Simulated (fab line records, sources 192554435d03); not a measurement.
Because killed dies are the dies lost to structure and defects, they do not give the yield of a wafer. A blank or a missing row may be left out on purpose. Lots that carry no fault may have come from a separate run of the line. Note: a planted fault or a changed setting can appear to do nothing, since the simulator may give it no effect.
Lot-split experiment | flow n5_finfet | 7 lots, 21 wafers read, on a route of 1938 steps

THE SPLIT ITSELF
At N5_MOL_CONTACT_COAG_CVD_140 (deposits W, target thk 66.5 nm, time 215 s), the setting target_thk_a was moved away from the recipe's 665 angstrom on 5 of the 21 wafers read, by -12.9% to +12.8%. The other wafers ran this setting at the recipe's value.

The reading is taken at the split's own step.

THE READING
W_of_MOL_CONTACT_COAG_CVD_140.thk_nm (the simulator's own value, which no gauge read), in nm, at N5_MOL_CONTACT_COAG_CVD_140 (deposits W, target thk 66.5 nm, time 215 s). There is no usual value for it anywhere in the file. Across the 16 wafers here that went through the recipe, the average is 66.4 nm and the standard deviation 1.3 nm.

wafer  | tool, chamber at the split | target_thk_a as run, angstrom | against the recipe | W_of_MOL_CONTACT_COAG_CVD_140.thk_nm, nm | against lot-mates on the recipe
L076.2 | cvd_w-01, 1                | 665                           | recipe             | 67.4                                     | -
L076.3 | cvd_w-01, 0                | 665                           | recipe             | 66.4                                     | -
L076.4 | cvd_w-01, 1                | 665                           | recipe             | 67.2                                     | -
L078.2 | cvd_w-02, 0                | 665                           | recipe             | 66.6                                     | -
L078.3 | cvd_w-02, 0,1              | 750.2                         | +12.8%             | 75.2                                     | +8.6
L078.5 | cvd_w-02, 0,1              | 750.2                         | +12.8%             | 75.2                                     | +8.6
L079.2 | cvd_w-01, 1                | 665                           | recipe             | 67.2                                     | -
L079.3 | cvd_w-01, 0                | 665                           | recipe             | 67.6                                     | -
L079.5 | cvd_w-01, 1                | 732.5                         | +10.2%             | 74.2                                     | +6.8
L080.4 | cvd_w-01, 1,0              | 665                           | recipe             | 67.6                                     | -
L080.5 | cvd_w-01, 1,0              | 665                           | recipe             | 67.6                                     | -
L080.6 | cvd_w-01, 1                | 665                           | recipe             | 68                                       | -
L093.1 | cvd_w-02, 0                | 665                           | recipe             | 64.8                                     | -
L093.3 | cvd_w-02, 1                | 665                           | recipe             | 63.6                                     | -
L093.6 | cvd_w-02, 1                | 665                           | recipe             | 64.6                                     | -
L094.3 | cvd_w-02, 0                | 665                           | recipe             | 66.2                                     | -
L094.4 | cvd_w-02, 1                | 665                           | recipe             | 64.8                                     | -
L094.5 | cvd_w-02, 1                | 579.3                         | -12.9%             | 57.4                                     | -8.1
L095.2 | cvd_w-02, 0                | 583.6                         | -12.2%             | 57.8                                     | -8.3
L095.3 | cvd_w-02, 0                | 665                           | recipe             | 66.2                                     | -
L095.4 | cvd_w-02, 1                | 665                           | recipe             | 66                                       | -
The file does not say which wafer passed through which chamber wherever a row lists several chambers: such a row stands for several wafers.

THE FIT
A straight line over all 21 wafers: W_of_MOL_CONTACT_COAG_CVD_140.thk_nm changes by +0.704 nm for each +1% of target_thk_a; r = +0.97; the points scatter about the line by 1.2 nm.
The same after taking each lot's own level away (the mean of its wafers on the recipe; 21 wafers): +0.663 nm for each +1%; r = +1.00; scatter 0.39 nm.
Per that fit: largest target_thk_a move, reading shift of 8.5 nm.
The lots' own levels span 64.33 to 67.73 nm, that is 2.7 times the standard deviation above.
Consequently the slope shifts little with the lot-to-lot level, the two slopes agreeing.
Check: with one of the wafers moved furthest among these (-12.9%) left out of the fit, the line predicts -8.68 nm for it against its lot-mates. It came out at -8.1 nm against them.

ADDITIONAL SPLITS CARRIED BY THESE WAFERS
Other splits were also applied to these wafers ahead of the reading. Each is held against what the fit with the lots' levels taken away leaves over:
other split on the same wafers        | wafers away from the commonest value | r with W_of_MOL_CONTACT_COAG_CVD_140.thk_nm (lot level and that fit taken away)
N5_SDB_ALD_29 ald_cycles              | 7                                    | +0.14
N5_SDB_CMP_30 down_force_psi          | 7                                    | -0.14
N5_GATE_CUT_COAT_27 spin_rpm          | 7                                    | -0.03
N5_GATE_CUT_DESCUM_18 time_s          | 4                                    | +0.03
N5_GATE_CUT_ALD_22 ald_cycles         | 4                                    | -0.22
N5_MOL_CONTACT_COAG_ALD_27 ald_cycles | 12                                   | +0.06

FILE'S OWN FIT
W_of_MOL_CONTACT_COAG_CVD_140.thk_nm changes by +0.661 nm for each +1% of target_thk_a, r = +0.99.
